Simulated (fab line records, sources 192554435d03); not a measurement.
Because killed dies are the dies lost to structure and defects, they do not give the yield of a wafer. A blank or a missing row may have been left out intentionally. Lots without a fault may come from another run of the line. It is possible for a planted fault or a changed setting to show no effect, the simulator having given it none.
fab line records	flow n5-finfet
record lots=7	wafers=21
route steps=1938 shown BEOL_M2@857 BEOL_M3@933 BEOL_M4@1026 BEOL_M5@1154 BEOL_M6@1198
start-h: hours from the record's first day to the start of the lot's first wafer shown	wait-h: hours since the lot's step before	" identical to the entry in the row above	L1.1+2: several wafers, shown together as one row	- no value, or no start given	* or withheld: withheld	< > ~ a bound
route shown NAME@n: NAME is a module with steps in the file, n the number in the route of the first one	usual: the fault-free wafers' mean and standard deviation	same: alike in all rows	chamber/n: place in a boat	sites: each site's reading	_std_site: standard deviation across them	_edge_site: inner sites' mean taken away from outer sites' mean	radius-mm: how far each site lies from the wafer's centre	mask NAME#n: copy n	behind: the last tool/chamber to shape the wafer	hold: what put the lot on hold/how long, in hours/how the hold closed	device: whichever transistor did not switch (one of n, p or np)	end of line: tests of these same wafers at the route's end	a step with no rows: only its recipe	killed: not the wafer's yield, but the dies lost to structure and defects at the first sort	map: shows each die of a wafer: x if killed, . if not, _ if none is there
set.NAME: setting as actually run; set.NAME@STEP: the setting as run at that earlier step	model.NAME: the simulator's own value behind a step, which no gauge read
lots run with intentionally changed settings; tables by step, rows by wafer
## steps
# step N5_BEOL_M2_DESCUM_16
# recipe chemistry=O2	time-s=7	source-power-w=50	bias-power-w=20	pressure-mtorr=20	rf-frequency-hz=2.712e+07	temp-c=40	resist=CAR-EUV	o2-flow-sccm=225
lot.wafer	tool	chamber	start-h	wait-h	set.time-s	model.CAR-EUV_of_BEOL_M2_COAT_05.thk-nm
L080.1	rie-diel-04	3	165.77	0.0	7	25.8
L080.4	"	1	"	"	8.507	25.2
L080.6	"	1	"	"	7	26
L081.3+4	rie-diel-04	0,3	176.01	0.0	7	26
L081.5	"	2	"	"	8.274	25.4
L085.3	rie-diel-05	0	200.97	0.0	7	26.2
L085.4+5	"	1	"	"	8.57	25.4
L089.2	rie-diel-03	0	225.15	0.0	7	26.2
L089.4+5	"	3	"	"	7.797	25.8
L092.1+4+6	rie-diel-04	3,3,2	252.49	0.0	7	26
L094.3+5	rie-diel-05	2,1	255.13	0.0	7	26
L094.4	"	1	"	"	7	26.2
L095.3	rie-diel-05	3	258.61	0.1	7	26.2
L095.4+5	"	1,2	"	"	7	26
# step N5_BEOL_M3_PECVD_72
# recipe material=SiO2	target-thk-a=160	temp-c=400	precursor=TEOS/O2	pressure-torr=5.5	rf-w=450	teos-flow-sccm=53.8	gas=O2	flow-sccm=3000	time-s=18
lot.wafer	tool	chamber	start-h	wait-h	set.time-s	model.SiO2_of_BEOL_M3_PECVD_72.thk-nm
L080.1	pecvd-03	0	175.71	0.0	16.44	14.6
L080.4+6	"	2,0	"	"	18	16.4
L081.3	pecvd-03	2	182.81	0.0	15.43	14
L081.4	"	2	"	"	15.43	14.2
L081.5	"	1	"	"	18	16.2
L085.3	pecvd-02	1	208.14	0.0	19.7	17.4
L085.4	"	1	"	"	18	16.2
L085.5	"	0	"	"	18	16
L089.2	pecvd-02	2	231.10	0.0	18	16.4
L089.4+5	"	1,0	"	"	16.01	14.6
L092.1	pecvd-02	1	258.56	0.0	18	15.6
L092.4	"	1	"	"	18.85	16.6
L092.6	"	0	"	"	18	16
L094.3+5	pecvd-04	0,2	264.06	0.0	18	16.2
L094.4	"	1	"	"	18	16
L095.3	pecvd-04	2	267.28	0.0	18	15.8
L095.4	"	2	"	"	19.36	17.2
L095.5	"	1	"	"	18	16
# step N5_BEOL_M3_COAT_73
# recipe resist=underlayer	temp-c=205	time-s=60	spin-rpm=1500	resist-thk-nm=5
lot.wafer	tool	chamber	start-h	wait-h	set.spin-rpm
L080.1+4+6	litho-track-03	0	-	-	1500
L081.3+4+5	litho-track-04	0	-	-	1500
L085.3+5	litho-track-03	0	-	-	1500
L085.4	"	0	"	"	1348
L089.2+5	litho-track-03	0	-	-	1500
L089.4	"	0	"	"	1372
L092.1+6	litho-track-04	0	-	-	1500
L092.4	"	0	"	"	1408
L094.3+4+5	litho-track-04	0	-	-	1500
L095.3+4+5	litho-track-02	0	-	-	1500
# step N5_BEOL_M3_COAT_05
# recipe resist=CAR-EUV	spin-rpm=1500	resist-thk-nm=30
# step N5_BEOL_M3_EBR_07
# recipe solvent=PGMEA	ebr-width-mm=1.5
# step N5_BEOL_M3_DESCUM_16
# recipe chemistry=O2	time-s=7	source-power-w=50	bias-power-w=20	pressure-mtorr=20	rf-frequency-hz=2.712e+07	temp-c=40	resist=CAR-EUV	o2-flow-sccm=225
# step N5_BEOL_M3_ETCH_74
# recipe chemistry=N2/H2	target=underlayer	target-depth-a=65	mask-material=CAR-EUV	time-s=5.2	ion-energy-ev=200	pressure-mtorr=30	source-w=840	bias-w=150	n2-flow-sccm=200	h2-flow-sccm=200	ends=cleared
lot.wafer	tool	chamber	start-h	wait-h	set.spin-rpm@BEOL_M3_COAT_73	model.etch.depth-nm
L080.1	rie-diel-01	0	177.67	0.0	1500	4.993
L080.4	"	3	"	"	1500	4.989
L080.6	"	1	"	"	1500	4.995
L081.3	rie-diel-02	1	184.43	0.0	1500	4.977
L081.4	"	0	"	"	1500	4.985
L081.5	"	3	"	"	1500	4.971
L085.3	rie-diel-06	2	209.81	0.0	1500	4.993
L085.4	"	3	"	"	1348	5.279
L085.5	"	0	"	"	1500	5.012
L089.2	rie-diel-06	1	232.50	0.0	1500	5.016
L089.4	"	0	"	"	1372	5.225
L089.5	"	3	"	"	1500	4.986
L092.1	rie-diel-06	3	260.54	0.0	1500	5.015
L092.4	"	0	"	"	1408	5.185
L092.6	"	1	"	"	1500	5.013
L094.3	rie-diel-02	1	266.56	0.0	1500	5.015
L094.4	"	0	"	"	1500	5.012
L094.5	"	3	"	"	1500	5.011
L095.3	rie-diel-01	2	268.88	0.0	1500	4.998
L095.4	"	3	"	"	1500	5.009
L095.5	"	3	"	"	1500	4.983
# step N5_BEOL_M4_COAT_62
# recipe resist=SiARC	temp-c=220	time-s=60	spin-rpm=1500	resist-thk-nm=12
lot.wafer	tool	chamber	start-h	wait-h	set.spin-rpm	model.SiARC_of_BEOL_M4_COAT_62.thk-nm
L080.1+6	litho-track-03	0	-	-	1658	11.4
L080.4	"	0	"	"	1500	12
L081.3+4	litho-track-03	0	-	-	1500	12
L081.5	"	0	"	"	1428	12.4
L085.3+4+5	litho-track-03	0	-	-	1500	12
L089.2+4+5	litho-track-01	0	-	-	1500	12
L092.1	litho-track-01	0	-	-	1500	12
L092.4+6	"	0	"	"	1651	11.4
L095.3	litho-track-01	0	-	-	1500	12
L095.4	"	0	"	"	1382	12.6
L095.5	"	0	"	"	1382	12.4
L094.3+4+5	litho-track-01	0	-	-	1500	12
# step N5_BEOL_M4_COAT_73
# recipe resist=underlayer	temp-c=205	time-s=60	spin-rpm=1500	resist-thk-nm=5
# step N5_BEOL_M4_COAT_05
# recipe resist=CAR-EUV	spin-rpm=1500	resist-thk-nm=30
# step N5_BEOL_M4_DESCUM_16
# recipe chemistry=O2	time-s=7	source-power-w=50	bias-power-w=20	pressure-mtorr=20	rf-frequency-hz=2.712e+07	temp-c=40	resist=CAR-EUV	o2-flow-sccm=225
# step N5_BEOL_M4_ETCH_74
# recipe chemistry=N2/H2	target=underlayer	target-depth-a=65	mask-material=CAR-EUV	time-s=5.2	ion-energy-ev=200	pressure-mtorr=30	source-w=840	bias-w=150	n2-flow-sccm=200	h2-flow-sccm=200	ends=cleared
# step N5_BEOL_M4_ETCH_63
# recipe chemistry=CF4	target=SiARC	target-depth-a=156	mask-material=CAR-EUV	time-s=26	ion-energy-ev=80	pressure-mtorr=40	source-w=545	bias-w=36	Ar_flow_sccm=100	cf4-flow-sccm=100	ends=cleared
lot.wafer	tool	chamber	start-h	wait-h	set.spin-rpm@BEOL_M4_COAT_62	model.etch.depth-nm	model.CAR-EUV_of_BEOL_M4_COAT_05.thk-nm
L080.1	rie-diel-04	3	188.66	0.0	1658	11.39	11.6
L080.4	"	1	"	"	1500	12.01	11
L080.6	"	0	"	"	1658	11.41	11.6
L081.3	rie-diel-05	3	197.46	0.0	1500	12.04	11
L081.4	"	2	"	"	1500	12.06	11
L081.5	"	2	"	"	1428	12.36	10.6
L085.3	rie-diel-05	3	223.13	0.0	1500	12.04	11
L085.4	"	2	"	"	1500	12.05	11
L085.5	"	3	"	"	1500	12.02	11
L089.2+5	rie-diel-03	2,0	252.57	0.0	1500	11.99	11.2
L089.4	"	0	"	"	1500	12	11.2
L092.1	rie-diel-04	3	272.49	0.0	1500	11.99	11
L092.4	"	2	"	"	1651	11.39	11.6
L092.6	"	3	"	"	1651	11.42	11.6
L095.3	rie-diel-04	0	282.88	0.0	1500	11.99	11.2
L095.4	"	2	"	"	1382	12.54	10.8
L095.5	"	0	"	"	1382	12.48	10.8
L094.3+5	rie-diel-05	3,0	293.29	0.0	1500	12	11.2
L094.4	"	0	"	"	1500	12	11
# step N5_BEOL_M4_ETCH_64
# recipe chemistry=N2/H2	target=SOC	target-depth-a=750	overetch-a=225	mask-material=SiARC	temp-c=40	time-s=121.9	ion-energy-ev=200	pressure-mtorr=30	source-w=840	bias-w=150	n2-flow-sccm=200	h2-flow-sccm=200
lot.wafer	tool	chamber	start-h	wait-h	set.spin-rpm@BEOL_M4_COAT_62	model.SiARC_of_BEOL_M4_COAT_62.thk-nm
L080.1+6	rie-diel-04	3,0	188.69	0.0	1658	5.6
L080.4	"	1	"	"	1500	6.4
L081.3+4	rie-diel-05	3,2	197.49	0.0	1500	6.2
L081.5	"	2	"	"	1428	6.4
L085.3+4+5	rie-diel-05	3,2,3	223.16	0.0	1500	6.2
L089.2	rie-diel-03	2	252.59	0.0	1500	6.2
L089.4+5	"	0	"	"	1500	6
L092.1	rie-diel-04	3	272.52	0.0	1500	6.2
L092.4+6	"	2,3	"	"	1651	5.8
L095.3	rie-diel-04	0	282.91	0.0	1500	6
L095.4	"	2	"	"	1382	7
L095.5	"	0	"	"	1382	6.6
L094.3+4+5	rie-diel-05	3,0,0	293.31	0.0	1500	6.2
# step N5_BEOL_M5_ETCH_68
# recipe chemistry=N2/H2	target=SOC	target-depth-a=800	overetch-a=160	mask-material=SiARC	temp-c=40	time-s=120	ion-energy-ev=200	pressure-mtorr=30	source-w=840	bias-w=150	n2-flow-sccm=200	h2-flow-sccm=200
lot.wafer	tool	chamber	start-h	wait-h	set.time-s	model.SiARC_of_BEOL_M5_COAT_66.thk-nm
L080.1	rie-diel-01	1	204.60	0.0	109.7	7
L080.4	"	2	"	"	109.7	6.8
L080.6	"	0	"	"	120	6.4
L081.3	rie-diel-01	2	210.31	0.0	120	6.2
L081.4	"	1	"	"	131.9	6
L081.5	"	0	"	"	120	6.4
L085.3+4+5	rie-diel-06	0,3,0	234.67	0.0	120	6.4
L089.2	rie-diel-02	0	262.43	0.0	120	6.4
L089.4	"	2	"	"	129.3	6
L089.5	"	3	"	"	129.3	6.2
L092.1+6	rie-diel-01	1	290.16	0.0	134.9	6
L092.4	"	3	"	"	120	6.6
L095.3+4	rie-diel-02	3,2	297.97	0.0	120	6.6
L095.5	"	1	"	"	120	6.4
L094.3+4+5	rie-diel-06	0,0,1	307.92	0.0	120	6.4
# step N5_BEOL_M5_TRENCH_ETCH_37
# recipe chemistry=C4F6/O2	target-depth-a=716.52	target=SiCOH_lowk	time-s=24.7	ion-energy-ev=250	pressure-mtorr=30	source-w=345	bias-w=185	Ar_flow_sccm=300	C4F6_flow_sccm=10	O2_flow_sccm=10
lot.wafer	tool	chamber	start-h	wait-h	set.time-s	model.etch.depth-nm	model.BEOL_M5.feature-depth-nm
L080.1	rie-diel-01	1	-	-	20.31	57.38	57.4
L080.4	"	2	"	"	20.31	59.06	59
L080.6	"	0	"	"	20.31	57.53	57.6
L081.3	rie-diel-01	2	-	-	24.7	72.26	72.2
L081.4+5	"	1,0	"	"	28.97	82.61	82.6
L085.3	rie-diel-06	0	-	-	24.7	72.75	72.8
L085.4	"	3	"	"	26.21	75.96	76
L085.5	"	0	"	"	24.7	72.47	72.4
L089.2	rie-diel-02	0	-	-	24.7	71.12	71.2
L089.4	"	2	"	"	22.97	67.41	67.4
L089.5	"	3	"	"	22.97	65.63	65.6
L092.1	rie-diel-01	1	-	-	24.7	70.6	70.6
L092.4	"	3	"	"	24.7	71.67	71.6
L092.6	"	1	"	"	24.7	70.28	70.2
L095.3	rie-diel-02	3	-	-	24.7	70.08	70
L095.4	"	2	"	"	28.01	82.3	82.4
L095.5	"	1	"	"	24.7	71.6	71.6
L094.3	rie-diel-06	0	-	-	24.7	72.3	72.4
L094.4	"	0	"	"	24.7	72.17	72.2
L094.5	"	1	"	"	24.7	71.03	71
# step N5_BEOL_M5_ETCH_41
# recipe chemistry=CH3F/O2	target=SiCN	target-depth-a=315	taper-deg=2	time-s=56.7	ion-energy-ev=120	mask-material=TiN	pressure-mtorr=30	source-w=395	bias-w=75	Ar_flow_sccm=150	CH3F_flow_sccm=30	O2_flow_sccm=20
# step N5_BEOL_M5_STRIP_91
# recipe chemistry=N2/H2	time-s=10	power-w=450	temp-c=40	pressure-mtorr=20	rf-frequency-hz=6e+07	bias-power-w=7	n2-flow-sccm=200	h2-flow-sccm=200
# step N5_BEOL_M5_OCD_MEAS_38
# usual trench-depth-nm=71.5/1.1
lot.wafer	tool	chamber	start-h	wait-h	set.time-s@BEOL_M5_TRENCH_ETCH_37	trench-depth-nm
L080.1	ocd-01	-	204.93	-	20.31	57.5
L080.4	"	-	"	"	20.31	58.8
L080.6	"	-	"	"	20.31	57.4
L081.3	ocd-02	-	210.65	-	24.7	72.4
L081.4	"	-	"	"	28.97	82.9
L081.5	"	-	"	"	28.97	82.3
L085.3	ocd-01	-	235.01	-	24.7	73.4
L085.4	"	-	"	"	26.21	76.3
L085.5	"	-	"	"	24.7	72.3
L089.2	ocd-02	-	262.77	-	24.7	71.2
L089.4	"	-	"	"	22.97	67.5
L089.5	"	-	"	"	22.97	65.7
L092.1	ocd-02	-	290.50	-	24.7	71.1
L092.4	"	-	"	"	24.7	72.3
L092.6	"	-	"	"	24.7	70.4
L095.3	ocd-01	-	298.31	-	24.7	70.1
L095.4	"	-	"	"	28.01	81.8
L095.5	"	-	"	"	24.7	71.5
L094.3	ocd-01	-	308.26	-	24.7	72.1
L094.4	"	-	"	"	24.7	72.5
L094.5	"	-	"	"	24.7	71.3
# step N5_BEOL_M5_HM_STRIP_39
# recipe chemistry=peroxide-tin-strip	material=TiN	target-depth-a=250	temp-c=50	time-s=158
# step N5_BEOL_M5_SRD_40
# recipe time-s=30	temp-c=23	rinse-liquid=diw	dry=ipa-marangoni
# step N5_BEOL_M5_ECD_50
# recipe material=Cu	target-thk-a=3000
# step N5_BEOL_M5_ANNEAL_51
# recipe temp-c=225	time-s=90	ambient=N2
# step N5_BEOL_M5_CMP_52
# recipe stop-on=SiCOH_lowk	t-overpolish-s=6.9	down-force-psi=1	platen-rpm=50	clearing-platen-down-force-psi=1.5	clearing-platen-rpm=50	post-cmp-clean=cu-alkaline	target-thk-nm=62	clearing-platen-pad-velocity-m-s=0.99484	pad-velocity-m-s=0.99484
lot.wafer	tool	chamber	start-h	wait-h	set.time-s@BEOL_M5_TRENCH_ETCH_37	model.Cu_of_BEOL_M5_ECD_50.thk-nm
L080.4	cmp-03	3	212.37	0.1	20.31	47.8
L080.1	"	2	"	"	20.31	46.8
L080.6	"	3	"	"	20.31	45.2
L081.3	cmp-03	3	217.43	0.2	24.7	63.4
L081.4	"	1	"	"	28.97	74.8
L081.5	"	0	"	"	28.97	73.4
L085.3	cmp-03	0	242.47	0.2	24.7	62.6
L085.4	"	1	"	"	26.21	66.6
L085.5	"	0	"	"	24.7	62.8
L089.2	cmp-02	2	269.27	0.2	24.7	59.8
L089.4	"	0	"	"	22.97	58.2
L089.5	"	2	"	"	22.97	55.4
L092.1	cmp-02	2	298.43	0.3	24.7	58.8
L092.4	"	3	"	"	24.7	60.4
L092.6	"	3	"	"	24.7	60
L095.4	cmp-03	0	304.68	0.2	28.01	71.8
L095.3	"	1	"	"	24.7	61
L095.5	"	2	"	"	24.7	62.2
L094.4	cmp-04	3	314.69	0.1	24.7	61.6
L094.3	"	1	"	"	24.7	62.8
L094.5	"	0	"	"	24.7	60
# step N5_BEOL_M5_THK_MEAS_53
# recipe thk-meas-gauge=xrf	reads=Cu_of_BEOL_M5_ECD_50
# usual M5_THK=61.7/1.6
lot.wafer	tool	chamber	start-h	wait-h	set.time-s@BEOL_M5_TRENCH_ETCH_37	M5_THK[nm]
L080.1	film-metro-02	-	212.66	-	20.31	47.9
L080.4	"	-	"	"	20.31	49.0
L080.6	"	-	"	"	20.31	46.2
L081.3	film-metro-01	-	217.72	-	24.7	64.0
L081.4	"	-	"	"	28.97	75.4
L081.5	"	-	"	"	28.97	74.0
L085.3	film-metro-01	-	242.73	-	24.7	63.2
L085.4	"	-	"	"	26.21	66.9
L085.5	"	-	"	"	24.7	63.2
L089.2	film-metro-02	-	269.53	-	24.7	60.1
L089.4	"	-	"	"	22.97	58.6
L089.5	"	-	"	"	22.97	55.9
L092.1	film-metro-01	-	298.72	-	24.7	59.0
L092.4	"	-	"	"	24.7	60.9
L092.6	"	-	"	"	24.7	60.6
L095.3	film-metro-02	-	304.90	-	24.7	62.2
L095.4	"	-	"	"	28.01	73.2
L095.5	"	-	"	"	24.7	63.2
L094.3	film-metro-01	-	314.98	-	24.7	63.3
L094.4	"	-	"	"	24.7	62.4
L094.5	"	-	"	"	24.7	61.0
# step N5_BEOL_M5_PRE_CLEAN_77
# recipe gas=NH3/H2	time-s=15	temp-c=*	rf-power-w=300
# step N5_BEOL_M5_CO_CAP_78
# recipe material=Co	target-thk-a=20	temp-c=200	precursor=CCTBA/H2	pressure-torr=30	time-s=102.1
# step N5_BEOL_M5_PRE_CLEAN_55
# recipe gas=NH3	time-s=15	temp-c=withheld	rf-power-w=300
# step N5_BEOL_M5_DEP_56
# recipe material=SiCN	target-thk-a=80	temp-c=withheld	precursor=3MS/NH3	pressure-torr=3	rf-w=202	time-s=14
# step N5_BEOL_M5_RS_MEAS_57
# recipe thk-meas-gauge=four-point-probe	reads=Co_of_BEOL_M5_CO_CAP_78+Cu_of_BEOL_M5_ECD_50+Co_of_BEOL_M5_CVD_47+TaN_of_BEOL_M5_ALD_86
# usual M5_RS=0.392/0.012
lot.wafer	tool	chamber	start-h	wait-h	set.time-s@BEOL_M5_TRENCH_ETCH_37	M5_RS[ohm/sq]
L080.1	film-metro-02	-	212.94	0.0	20.31	0.545
L080.4	"	-	"	"	20.31	0.531
L080.6	"	-	"	"	20.31	0.572
L081.3	film-metro-02	-	218.04	0.1	24.7	0.376
L081.4	"	-	"	"	28.97	0.308
L081.5	"	-	"	"	28.97	0.316
L085.3	film-metro-01	-	242.99	0.1	24.7	0.381
L085.4	"	-	"	"	26.21	0.353
L085.5	"	-	"	"	24.7	0.380
L089.2	film-metro-02	-	270.04	0.1	24.7	0.403
L089.4	"	-	"	"	22.97	0.416
L089.5	"	-	"	"	22.97	0.442
L092.1	film-metro-01	-	299.01	0.1	24.7	0.411
L092.4	"	-	"	"	24.7	0.397
L092.6	"	-	"	"	24.7	0.400
L095.3	film-metro-02	-	305.16	0.1	24.7	0.393
L095.4	"	-	"	"	28.01	0.323
L095.5	"	-	"	"	24.7	0.385
L094.3	film-metro-01	-	315.35	0.1	24.7	0.380
L094.4	"	-	"	"	24.7	0.389
L094.5	"	-	"	"	24.7	0.401
# step N5_BEOL_M6_HM_DEP_02
# recipe material=TiN	target-thk-a=200	temp-c=25	chamber-pressure-pa=0.49996
lot.wafer	tool	chamber	start-h	wait-h	set.target-thk-a	model.TiN_of_BEOL_M6_HM_DEP_02.thk-nm
L080.1+6	pvd-sputter-01	-	214.93	1.3	200	20
L080.4	"	-	"	"	176.4	17.6
L081.3+4	pvd-sputter-03	-	219.01	0.2	200	20
L081.5	"	-	"	"	219.3	22
L085.3+4+5	pvd-sputter-03	-	244.81	1.1	185.4	18.6
L089.2	pvd-sputter-02	-	271.87	1.1	200	19.8
L089.4	"	-	"	"	200	19.6
L089.5	"	-	"	"	200	20
L092.1+6	pvd-sputter-02	-	301.78	1.6	200	20
L092.4	"	-	"	"	191.9	19.2
L095.3+4+5	pvd-sputter-02	-	308.52	2.7	200	19.8
L094.3	pvd-sputter-01	-	316.54	0.5	200	20.2
L094.4+5	"	-	"	"	200	20
## key
split step=N5_BEOL_M2_DESCUM_16	setting=time-s	stated=7	by=wafer
response step=N5_BEOL_M2_DESCUM_16	reading=model.CAR-EUV_of_BEOL_M2_COAT_05.thk-nm	change=-0.034	per=1%	r=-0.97
split step=N5_BEOL_M3_PECVD_72	setting=time-s	stated=18	by=wafer
response step=N5_BEOL_M3_PECVD_72	reading=model.SiO2_of_BEOL_M3_PECVD_72.thk-nm	change=+0.16	per=1%	r=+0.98
split step=N5_BEOL_M3_COAT_73	setting=spin-rpm	stated=1500	by=wafer
response step=N5_BEOL_M3_ETCH_74	reading=model.etch.depth-nm	change=-0.027	per=1%	r=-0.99
split step=N5_BEOL_M4_COAT_62	setting=spin-rpm	stated=1500	by=wafer
response step=N5_BEOL_M4_COAT_62	reading=model.SiARC_of_BEOL_M4_COAT_62.thk-nm	change=-0.0613	per=1%	r=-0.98
response step=N5_BEOL_M4_ETCH_63	reading=model.etch.depth-nm	change=-0.0606	per=1%	r=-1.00
response step=N5_BEOL_M4_ETCH_63	reading=model.CAR-EUV_of_BEOL_M4_COAT_05.thk-nm	change=+0.0586	per=1%	r=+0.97
response step=N5_BEOL_M4_ETCH_64	reading=model.SiARC_of_BEOL_M4_COAT_62.thk-nm	change=-0.0663	per=1%	r=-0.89
split step=N5_BEOL_M5_ETCH_68	setting=time-s	stated=120	by=wafer
response step=N5_BEOL_M5_ETCH_68	reading=model.SiARC_of_BEOL_M5_COAT_66.thk-nm	change=-0.0441	per=1%	r=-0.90
split step=N5_BEOL_M5_TRENCH_ETCH_37	setting=time-s	stated=24.7	by=wafer
response step=N5_BEOL_M5_TRENCH_ETCH_37	reading=model.etch.depth-nm	change=+0.682	per=1%	r=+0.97
response step=N5_BEOL_M5_TRENCH_ETCH_37	reading=model.BEOL_M5.feature-depth-nm	change=+0.689	per=1%	r=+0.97
response step=N5_BEOL_M5_OCD_MEAS_38	reading=trench-depth-nm	change=+0.667	per=1%	r=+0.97
response step=N5_BEOL_M5_CMP_52	reading=model.Cu_of_BEOL_M5_ECD_50.thk-nm	change=+0.649	per=1%	r=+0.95
response step=N5_BEOL_M5_THK_MEAS_53	reading=M5_THK	change=+0.652	per=1%	r=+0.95
response step=N5_BEOL_M5_RS_MEAS_57	reading=M5_RS	change=-0.00414	per=1%	r=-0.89
split step=N5_BEOL_M6_HM_DEP_02	setting=target-thk-a	stated=200	by=wafer
response step=N5_BEOL_M6_HM_DEP_02	reading=model.TiN_of_BEOL_M6_HM_DEP_02.thk-nm	change=+0.204	per=1%	r=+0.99
